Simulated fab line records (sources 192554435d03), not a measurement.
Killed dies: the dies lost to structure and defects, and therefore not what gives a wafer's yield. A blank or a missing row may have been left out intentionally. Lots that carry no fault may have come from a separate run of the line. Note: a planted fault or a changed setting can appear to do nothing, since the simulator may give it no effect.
Which tool was responsible? | flow n5_finfet | Sampling: 11 lots, 32 wafers, 3 of 1938 route steps

== WHAT EACH GAUGE READ, for each wafer ==
N5_BEOL_M8_THK_MEAS_01. Usual: M8_ILD_THK typically reads 154.6 nm, with standard deviation 1.9.
lot  | measured     | on            | M8_ILD_THK (nm)   | flag
L586 | day 9 21:44  | film_metro-01 | 154.6 156.8 156.1 |
L587 | day 10 08:13 | film_metro-02 | 156.6 158.0 154.5 |
L589 | day 10 20:07 | film_metro-01 | 151.7 155.9 155.5 |
L590 | day 10 23:23 | film_metro-02 | 155.3 155.7 156.7 |
L592 | day 11 09:07 | film_metro-01 | 153.3 151.7 156.3 |
L595 | day 11 23:23 | film_metro-02 | 154.7 155.2 154.9 |
L594 | day 12 05:55 | film_metro-02 | 152.7 151.1 153.7 |
L597 | day 12 11:09 | film_metro-01 | 153.3 154.8 155.9 |
L601 | day 13 12:36 | film_metro-01 | 154.3 155.7 155.3 |
L606 | day 15 03:19 | film_metro-02 | 149.5 152.2       |
L607 | day 15 10:52 | film_metro-02 | 152.9 151.4 153.4 |

N5_BEOL_M8_CD_MEAS_18: pitch 80 nm, target cd 40 nm. Usual: cd_nm at 39.8 nm, with a standard deviation of 0.51.
lot  | measured     | on        | cd_nm (nm)     | flag
L586 | day 10 00:35 | cd_sem-01 | 40.5 40.0 39.9 |
L587 | day 10 11:57 | cd_sem-03 | 40.2 40.0 39.7 |
L589 | day 10 22:52 | cd_sem-01 | 40.0 40.2 39.4 |
L590 | day 11 02:02 | cd_sem-01 | 39.8 40.2 40.1 |
L592 | day 11 13:20 | cd_sem-03 | 39.6 40.2 39.5 |
L595 | day 12 02:10 | cd_sem-02 | 40.2 40.1 40.1 |
L594 | day 12 09:35 | cd_sem-01 | 39.3 39.9 39.4 |
L597 | day 12 14:01 | cd_sem-03 | 39.1 38.8 39.1 |
L601 | day 13 15:58 | cd_sem-02 | 39.3 40.7 39.7 |
L606 | day 15 05:57 | cd_sem-01 | 40.3 40.2      |
L607 | day 15 13:15 | cd_sem-02 | 39.7 39.0 39.0 |

== TOOL THAT RAN EACH LOT (tool first, then ch and the chambers of the sampled wafers, then the start) ==
lot  | N5_BEOL_M8_ETCH_62
L586 | rie_diel-02 ch 0,2, day 10 00:13
L587 | rie_diel-05 ch 1,2,3, day 10 11:37
L589 | rie_diel-05 ch 1,2,3, day 10 22:28
L590 | rie_diel-01 ch 0,3, day 11 01:34
L592 | rie_diel-01 ch 0,2, day 11 12:58
L595 | rie_diel-02 ch 0,1,2, day 12 01:47
L594 | rie_diel-02 ch 1,2, day 12 08:57
L597 | rie_diel-02 ch 0,1, day 12 13:28
L601 | rie_diel-05 ch 1,2, day 13 15:34
L606 | rie_diel-02 ch 0,3, day 15 05:32
L607 | rie_diel-02 ch 0,1,3, day 15 12:52
- N5_BEOL_M8_ETCH_62: etches SOC in N2/H2, target depth 110 nm, overetch 22 nm, time 165 s.

== WHAT THE TOOLS THEMSELVES READ (means of the sampled wafers that have a number; where no wafer has one, the mark that the record gives instead) ==
N5_BEOL_M8_ETCH_62. Usual: drypump_motor_current_A 5.8 A, standard deviation 0.44; oes_product_au 0.64 a.u., standard deviation 0.066; rf_vpp_V 522.4 V, standard deviation 1.3; showerhead_plenum_p_Torr 2.49 Torr, standard deviation 0.039; temp_c 40.00 C, standard deviation 0.1; throttle_valve_pct 17.86 %, standard deviation 0.28.
lot  | tool        | drypump_motor_current_A (A) | oes_product_au (a.u.) | rf_vpp_V (V) | showerhead_plenum_p_Torr (Torr) | temp_c (C) | throttle_valve_pct (%) | flag
L586 | rie_diel-02 | 5.8                         | 0.63                  | 522.5        | 2.50                            | 39.94      | 18.11                  |
L587 | rie_diel-05 | 5.7                         | 0.65                  | 522.1        | 2.47                            | 40.03      | 17.87                  |
L589 | rie_diel-05 | 5.7                         | 0.65                  | 522.0        | 2.47                            | 40.04      | 17.87                  |
L590 | rie_diel-01 | 5.9                         | 0.68                  | 521.9        | 2.49                            | 39.94      | 17.65                  |
L592 | rie_diel-01 | 6.2                         | 0.72                  | 521.7        | 2.48                            | 40.02      | 17.54                  |
L595 | rie_diel-02 | 5.9                         | 0.62                  | 522.9        | 2.50                            | 39.96      | 17.95                  |
L594 | rie_diel-02 | 6.0                         | 0.61                  | 523.9        | 2.53                            | 39.96      | 18.12                  |
L597 | rie_diel-02 | 5.9                         | 0.61                  | 522.2        | 2.51                            | 39.93      | 17.77                  |
L601 | rie_diel-05 | 5.7                         | 0.69                  | 521.5        | 2.45                            | 40.11      | 17.64                  |
L606 | rie_diel-02 | 5.9                         | 0.61                  | 521.9        | 2.49                            | 39.97      | 17.84                  |
L607 | rie_diel-02 | 5.9                         | 0.61                  | 521.3        | 2.49                            | 39.98      | 17.82                  |

== THE ANSWER, worked out from the rows above alone ==
Rule: a lot is off if the mean of its wafers that have a number lies more than 3 standard deviations from the usual mean. Also off: a lot with no number at a reading for which 4 or more lots have one. Where the step has rows for the other lots, those lots are counted as sound. The gauges are gone through in route order, then the tools' own readings, and for those a lot's mean is taken as printed above. At the first step where some lot is off, the reading lying furthest off is the one used; lots without a number count as furthest.
Across all readings shown, no lot is off: no conclusion can be drawn from this.

== WHAT THE SIMULATOR PUT IN ==
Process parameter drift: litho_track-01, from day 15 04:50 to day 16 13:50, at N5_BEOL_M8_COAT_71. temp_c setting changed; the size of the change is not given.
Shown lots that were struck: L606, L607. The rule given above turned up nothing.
